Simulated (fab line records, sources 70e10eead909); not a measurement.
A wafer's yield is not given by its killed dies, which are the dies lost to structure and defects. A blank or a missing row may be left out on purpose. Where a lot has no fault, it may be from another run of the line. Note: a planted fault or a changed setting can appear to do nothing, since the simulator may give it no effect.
Code-filled problem report in 8D (eight disciplines) form	flow nand harc	the parts of the form that need people (team, actions taken, sign-off) are left out

1. WHAT IS WRONG
At NHARC_A_CHANNEL_FILL_D1_ETCHBACK_08, rf fwd power W averages 691.5 W over 6 wafers from 2 lots, while fault-free wafers read 596.0 W, standard deviation 2.1. That is +45 standard deviations from the usual mean.
The step: etches the open film in C4F8, target depth 220 nm, time 110 s.
First observed at day 14 16:59: wafer L492.2, on rie diel-06. The record has a number at this step for 39 wafers belonging to 13 lots. The rule behind "out" and "out of limits": a value lying over 4 standard deviations away from the usual mean. The rest of the wafers with a number are treated as sound.

2. WHAT IT IS AND WHAT IT IS NOT
question	is	is not
which readings at this step	rf fwd power W	rf vpp V
which lots	L491, L492	L476, L477, L478, L479, L480, L482, L485, L493, L494, L496, L498
which wafers of those lots	all that have a number	-
read on which tools	rie diel-06	rie diel-03, rie diel-11
when	from day 14 16:59	up to then (24 sound wafers); but 9 sound wafers of L494, L496, L498 came after

3. WHAT RULES OUT EACH SUSPECT
Counting: a tool stays on the suspect list if, at a process step up to the reading, it processed all lots that are out and no sound lot following the first of them.
- rie diel-04 at NHARC_A_CHANNEL_HOLE_D1_STRIP_27 (strips in O2): ruled out as a lasting fault. Sound lots L498 ran on it after its first lot that is out, L492 (day 14 10:56). NHARC_A_CHANNEL_HOLE_D1_STRIP_27: start missing for some lots; hours and lot order therefore follow NHARC_A_CHANNEL_FILL_D1_THK_MEAS_06.
- ald sin batch-01 at NHARC_A_CHANNEL_FILL_D1_ALD_15 (deposits SiNx, target thk 2 nm, pulse time 60 s, ald cycles 19): ruled out as a lasting fault. Sound lots L494 ran on it after its first lot that is out, L491 (day 14 10:56). NHARC_A_CHANNEL_FILL_D1_ALD_15: start missing for some lots; hours and lot order therefore follow NHARC_A_CHANNEL_FILL_D1_THK_MEAS_06.
- rie diel-06 at NHARC_A_CHANNEL_FILL_D1_ETCHBACK_08 (etches the open film in C4F8, target depth 220 nm, time 110 s): kept. All lots that are out passed through it, beginning with L492 at day 14 16:59, and no sound lot followed; its final sound lot before that point was L485 at day 12 06:50. Its own readings are out on those wafers: rf fwd power W.
The count leaves rie diel-06 at NHARC_A_CHANNEL_FILL_D1_ETCHBACK_08.

4. THE CAUSE (what the simulator had put in)
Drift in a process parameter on rie diel-06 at NHARC_A_CHANNEL_FILL_D1_ETCHBACK_08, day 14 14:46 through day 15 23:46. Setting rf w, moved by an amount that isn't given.
Counting left only this tool.

5. SEQUENCE OF EFFECTS, ordered by route
Each row: a reading whose mean over the struck wafers that have a number lies more than 3 standard deviations from the usual. Only readings for which the record gives a usual standard deviation are gone through. hours: the time from each lot's start at the first step in this table that gives one to its start at this step, as a median over the lots. sigmas: the change in usual standard deviations.
hours	step	reading	usual	on struck wafers	change	sigmas
0	NHARC_A_CHANNEL_FILL_D1_ETCHBACK_08	rf fwd power W	596.0 W	691.5	+95.5	+45
Here are the process steps it includes:
- NHARC_A_CHANNEL_FILL_D1_ETCHBACK_08: etches the open film in C4F8, target depth 220 nm, time 110 s.
At these later measuring or inspecting steps, every struck wafer for which the step has a row has a number for every such reading, and none has moved that far: NHARC_END_SORT_01.

6. HOW IT WOULD HAVE BEEN CAUGHT EARLIER
2 hours passed between the start of the fault at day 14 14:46 and the first reading out of limits in this record, taken at day 14 16:59.
